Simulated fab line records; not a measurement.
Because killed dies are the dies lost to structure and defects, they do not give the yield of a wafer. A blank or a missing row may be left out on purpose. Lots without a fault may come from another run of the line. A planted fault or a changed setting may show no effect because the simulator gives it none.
A struck lot beside a sound one || flow nand-harc || 14 out of 1302 route steps
Sound: the wafers L698.1, L698.3, L698.6. Struck: wafers L708.4, L708.6. The cause is given at the end.
Each step with rows lists, per side, the tool, then ch with its chambers, then its first start. Under that, the readings that differ: sound wafers || struck wafers || difference of the means || sigmas: that difference in standard deviations of wafers without a fault.
alike: readings with means less than 2 such deviations apart, plus words and numbers identical on both sides. not compared: withheld readings, readings lacking a value on some wafer, bounds such as >300 that could conceal the same value, and numbers that have no deviation in the record and whose values overlap.
Wherever a step has rows on one side only, a row that says differs or no value, or a row with sigmas, the two part there. Numbers that don't overlap but have no deviation are shown without sigmas and don't part them. A reading missing from all wafers of one side parts the sides only when that side holds two or more wafers.

NHARC_P_BONDPAD_INSPECT_23:
  sound on defect-inspect-02, day 7 21:23; struck on defect-inspect-02, day 11 23:38
  alike: raw-defect-count
NHARC_P_BONDPAD_ACTIVATE_29: chemistry N2, time 60 s.
  sound on rie-diel-09 ch 0,3, day 7 21:27; struck on rie-diel-01 ch 1,3, day 11 23:44
  alike: drypump-motor-current-A, oes-product-au, rf-vpp-V, showerhead-plenum-p-Torr
  not compared: rf-hours-counter-h
then, 2 steps without rows for these wafers: NHARC_P_BONDPAD_PRECLEAN_30 (cleans in DIW, time 300 s); NHARC_P_BONDPAD_SRD_31 (time 30 s, dry time 20 s).
NHARC_A_START_INSPECT_01:
  sound on defect-inspect-02, day 7 21:52; struck on defect-inspect-01, day 12 00:06
  alike: raw-defect-count
then, 6 steps without rows for these wafers: NHARC_A_ZERO_WELL_PRECLEAN_00 (cleans in SPM, time 600 s); NHARC_A_ZERO_WELL_SRD_01; NHARC_A_ZERO_WELL_DEHYDRATE_02 (time 120 s); NHARC_A_ZERO_WELL_HMDS_03 (time 30 s); NHARC_A_ZERO_WELL_COAT_18 (time 65 s); NHARC_A_ZERO_WELL_COAT_04 (resist thk 600 nm).
NHARC_A_ZERO_WELL_SOFTBAKE_05: time 70 s.
  sound on litho-track-03 ch 0, day 7 22:00; struck on litho-track-03 ch 0, day 12 00:00
{"reading": "heater-power-total-W (W)", "sound": "199.5 201.1 200.4", "struck": "195.3 195.0", "difference": -5.2, "sigmas": -4}
  alike: resist-line-temp-C
following that, these wafers have no rows for 1 step: NHARC_A_ZERO_WELL_EBR_06.
NHARC_END_SORT_01:
  the record has rows for the sound wafers here (prober-02 ch 0, day 25 12:09) and none for the struck ones

WHERE THEY PART
First at NHARC_A_ZERO_WELL_SOFTBAKE_05; last, within this record, at NHARC_END_SORT_01.

WHY: whatever the simulator had introduced
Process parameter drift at NHARC_A_ZERO_WELL_SOFTBAKE_05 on litho-track-03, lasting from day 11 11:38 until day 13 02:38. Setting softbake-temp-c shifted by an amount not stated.
